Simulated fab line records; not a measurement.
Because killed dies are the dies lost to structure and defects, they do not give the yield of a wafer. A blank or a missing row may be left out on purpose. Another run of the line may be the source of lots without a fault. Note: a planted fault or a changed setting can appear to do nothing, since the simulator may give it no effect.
The tool behind it: which one? | flow nand harc | 11 lots with 33 wafers sampled at 3 steps, on a route of 1302 steps

== WHAT EACH GAUGE READ, for each wafer ==
NHARC_P_ZERO_WELL_CD_MEAS_37: the cd target is 720 nm.
lot  | measured     | on        | cd nm (nm)
L790 | day 2 00:05  | cd sem-02 | 717.1 719.7 720.3
L792 | day 2 20:07  | cd sem-03 | 760.4 756.7 759.1
L804 | day 7 20:02  | cd sem-01 | 719.2 719.8 722.2
L805 | day 8 05:59  | cd sem-03 | 719.0 717.2 719.7
L806 | day 8 15:59  | cd sem-01 | 717.0 719.8 718.0
L807 | day 9 02:22  | cd sem-01 | 717.7 717.3 718.5
L808 | day 9 12:58  | cd sem-02 | 718.1 722.3 719.0
L809 | day 9 22:16  | cd sem-02 | 721.6 721.4 720.2
L810 | day 10 08:16 | cd sem-01 | 716.8 716.0 721.1
L811 | day 10 18:04 | cd sem-01 | 720.5 718.0 715.7
L812 | day 11 04:16 | cd sem-03 | 721.3 720.1 719.4

== EACH LOT AND THE TOOL THAT RAN IT (in order: tool; ch and the chambers of the sampled wafers; start) ==
lot  | NHARC_P_ZERO_WELL_ETCH_62                     | NHARC_P_ZERO_WELL_EXPOSE_34
L790 | rie diel-02 ch 0,1, day 1 23:56 or earlier    | krf scanner-01 ch 0, day 1 23:56
L792 | rie diel-12 ch 0,2, day 2 19:58 or earlier    | krf scanner-01 ch 0, day 2 19:58
L804 | rie diel-09 ch 0,3, day 7 19:53 or earlier    | krf scanner-04 ch 0, day 7 19:53
L805 | rie diel-02 ch 0,1,2, day 8 05:50 or earlier  | krf scanner-01 ch 0, day 8 05:50
L806 | rie diel-02 ch 2,3, day 8 15:50 or earlier    | krf scanner-01 ch 0, day 8 15:50
L807 | rie diel-09 ch 2,3, day 9 02:12 or earlier    | krf scanner-02 ch 0, day 9 02:12
L808 | rie diel-09 ch 0,1,3, day 9 12:48 or earlier  | krf scanner-01 ch 0, day 9 12:48
L809 | rie diel-09 ch 0,1,3, day 9 22:07 or earlier  | krf scanner-04 ch 0, day 9 22:07
L810 | rie diel-12 ch 0,2,3, day 10 08:07 or earlier | krf scanner-01 ch 0, day 10 08:07
L811 | rie diel-09 ch 0,1, day 10 17:55 or earlier   | krf scanner-01 ch 0, day 10 17:55
L812 | rie diel-02 ch 1,2, day 11 04:07 or earlier   | krf scanner-01 ch 0, day 11 04:07
- NHARC_P_ZERO_WELL_ETCH_62: etches the open film in CHF3/Ar, target depth 13 nm, time 6.5 s.
- NHARC_P_ZERO_WELL_EXPOSE_34: exposes mask P PWELL, target cd 720 nm.

== THE ANSWER, worked out from the rows above alone ==
Rule: the usual values come from the lots themselves. Put in order of their means at a reading, lots are off if they are a third of the lots or fewer, leave a main group of 4 or more, and stand apart from it by a gap of 3 or more times the standard deviation of the main group's means; of several such gaps the widest counts. The tables above print the reading to a certain number of digits; a main group whose means all agree to those digits is not used. A lot without any number at a reading at which 4 lots or more have one is off too. Where the step has rows for the other lots, those lots are counted as sound.
Off: L792 (NHARC_P_ZERO_WELL_CD_MEAS_37, cd nm). Main group: mean 719.1 nm, sd 1.1.
If a tool, at a process step before that reading, ran all the lots that are off and no sound lot after the first of them, it fits. Gauges at NHARC_P_ZERO_WELL_CD_MEAS_37: tried the same way as those tools. NHARC_P_ZERO_WELL_ETCH_62 gives no start for some lots, so the hours and the order of its lots are those of NHARC_P_ZERO_WELL_EXPOSE_34. No candidate that was tried fits.

== WHAT WAS PUT IN BY THE SIMULATOR ==
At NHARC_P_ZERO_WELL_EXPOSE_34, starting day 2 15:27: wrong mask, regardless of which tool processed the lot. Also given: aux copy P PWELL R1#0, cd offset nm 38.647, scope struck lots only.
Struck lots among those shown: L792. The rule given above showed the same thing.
